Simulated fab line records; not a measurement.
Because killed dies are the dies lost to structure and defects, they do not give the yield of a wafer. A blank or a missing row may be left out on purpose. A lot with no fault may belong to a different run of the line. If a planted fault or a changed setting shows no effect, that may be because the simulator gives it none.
Chamber matching -- flow n5 finfet -- N5_BEOL_M11_CMP_52 on cmp-01: 4 sister chambers
The step polishes, stops on SiCOH lowk, t overpolish 7 s, target thk 140 nm. 4 wafers are shown with their chamber, then 9 later ones without.

== EACH WAFER AND ITS CHAMBER ==
wafer,chamber,motor current A (A)
L087.3,2,7.3
L093.4,3,7.3
L093.5,0,6.0
L093.6,1,5.3

== WAFERS WITHOUT THEIR CHAMBER ==
wafer,motor current A (A)
L094.2,7.1
L094.3,5.2
L094.4,6.6
L095.1,7.0
L095.4,6.9
L095.5,5.3
L096.1,6.0
L096.2,7.1
L096.6,7.1

== WHICH CHAMBER EACH WENT THROUGH ==
wafer,from the rows above,in truth
L094.2,can't be placed: 2 or 3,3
L094.3,1,1
L094.4,can't be placed: 0 or 2 or 3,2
L095.1,can't be placed: 2 or 3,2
L095.4,can't be placed: 2 or 3 or 0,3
L095.5,1,1
L096.1,0,0
L096.2,can't be placed: 2 or 3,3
L096.6,can't be placed: 2 or 3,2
Correct placement for 3 of the 9. Cannot be placed on the basis of these rows: 6; the candidates contain the true chamber in 6. 0 placed wrongly.
How it was worked out, from the rows above alone: a wafer's distance from a chamber is the root of the sum, over the readings, of the square of ((its reading less the chamber's mean) divided by the reading's scatter). If the next closest chamber is less than 2 further off than the closest, the wafer can't be placed; otherwise it belongs to the closest. For every chamber, the mean is computed from those of its wafers that are shown. The scatter: root of mean squared gap, hidden wafer to nearest shown wafer, with one shown wafer a chamber.
